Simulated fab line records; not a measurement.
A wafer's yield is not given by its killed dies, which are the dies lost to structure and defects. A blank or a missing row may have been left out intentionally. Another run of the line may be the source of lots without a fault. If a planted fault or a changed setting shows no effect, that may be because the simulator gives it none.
Split-lot experiment + flow n5_finfet + 21 wafers read from 7 lots, route of 1938 steps

== ABOUT THE SPLIT ==
At N5_MOL_CONTACT_COAG_VIA_ETCH_117 (etches SiO2 in C4F6/O2, target depth 40 nm, overetch 8 nm, time 26 s), the setting bias_w was moved away from the recipe's 455 W on 10 of the 21 wafers read, by -18.0% to +16.2%. This setting was run at the recipe's value on the other wafers.

The reading is taken at the split's own step.

== THE READING ==
rf_vpp_V, in V, at N5_MOL_CONTACT_COAG_VIA_ETCH_117 (etches SiO2 in C4F6/O2, target depth 40 nm, overetch 8 nm, time 26 s). On this fab line, fault-free wafers typically give 1578 V with a standard deviation of 28 V.

| wafer  | tool, chamber at the split | bias_w as run, W | against the recipe | rf_vpp_V, V | against lot-mates on the recipe |
|--------|----------------------------|------------------|--------------------|-------------|---------------------------------|
| L074.2 | rie_diel-03, 0             | 455              | recipe             | 1582        | -                               |
| L074.4 | rie_diel-03, 0             | 373.2            | -18.0%             | 1361        | -221                            |
| L074.6 | rie_diel-03, 3             | 373.2            | -18.0%             | 1408        | -174                            |
| L078.1 | rie_diel-03, 3             | 376.6            | -17.2%             | 1417        | -163                            |
| L078.2 | rie_diel-03, 0             | 455              | recipe             | 1580        | -                               |
| L078.3 | rie_diel-03, 2             | 376.6            | -17.2%             | 1350        | -230                            |
| L080.2 | rie_diel-02, 1             | 455              | recipe             | 1624        | -                               |
| L080.3 | rie_diel-02, 0             | 417.5            | -8.2%              | 1441        | -183                            |
| L080.6 | rie_diel-02, 0             | 417.5            | -8.2%              | 1442        | -182                            |
| L089.1 | rie_diel-04, 0             | 455              | recipe             | 1555        | -                               |
| L089.4 | rie_diel-04, 2             | 455              | recipe             | 1601        | -                               |
| L089.6 | rie_diel-04, 1             | 455              | recipe             | 1573        | -                               |
| L093.3 | rie_diel-04, 3             | 528.7            | +16.2%             | 1731        | +130                            |
| L093.4 | rie_diel-04, 2             | 455              | recipe             | 1601        | -                               |
| L093.6 | rie_diel-04, 2             | 528.7            | +16.2%             | 1786        | +185                            |
| L094.1 | rie_diel-02, 2             | 428.1            | -5.9%              | 1530        | -121                            |
| L094.3 | rie_diel-02, 0             | 428.1            | -5.9%              | 1468        | -183                            |
| L094.4 | rie_diel-02, 1             | 455              | recipe             | 1651        | -                               |
| L095.1 | rie_diel-04, 3             | 455              | recipe             | 1546        | -                               |
| L095.4 | rie_diel-04, 1             | 455              | recipe             | 1572        | -                               |
| L095.5 | rie_diel-04, 3             | 455              | recipe             | 1548        | -                               |

THE FIT
A straight line over all 21 wafers: rf_vpp_V changes by +11.5 V for each +1% of bias_w; r = +0.96; the points scatter about the line by 34 V.
The same after taking each lot's own level away (the mean of its wafers on the recipe; 21 wafers): +11.5 V for each +1%; r = +0.94; scatter 42 V.
Per that fit: largest bias_w move, reading shift of 2.1e+02 V.
From 1555.3 to 1651.0 V: that is the span of the lots' own levels, equal to 3.4 times the standard deviation above.
Consequently the slope shifts little with the lot-to-lot level, the two slopes agreeing.
Check: -225 V against its lot-mates is what the line predicts for one of the wafers moved furthest among these (-18.0%) when that wafer is left out of the fit. It came out at -221 V against them.
Tool readings at the split's step, against how far the setting was moved: rf_vpp_V r = +0.96.

== OTHER SPLITS ON THESE WAFERS ==
Note: prior to the reading, these wafers also went through further splits. Each is held against what the fit with the lots' levels taken away leaves over:
| other split on the same wafers         | wafers away from the commonest value | r with rf_vpp_V (lot level and that fit taken away) |
|----------------------------------------|--------------------------------------|-----------------------------------------------------|
| N5_MOL_CONTACT_COAG_EXPOSE_81 dose_mj  | 5                                    | -0.55                                               |
| N5_MOL_CONTACT_COAG_ALD_133 ald_cycles | 10                                   | -0.24                                               |

== THE FILE'S OWN FIT ==
rf_vpp_V changes by +12.1 V for each +1% of bias_w, r = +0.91.
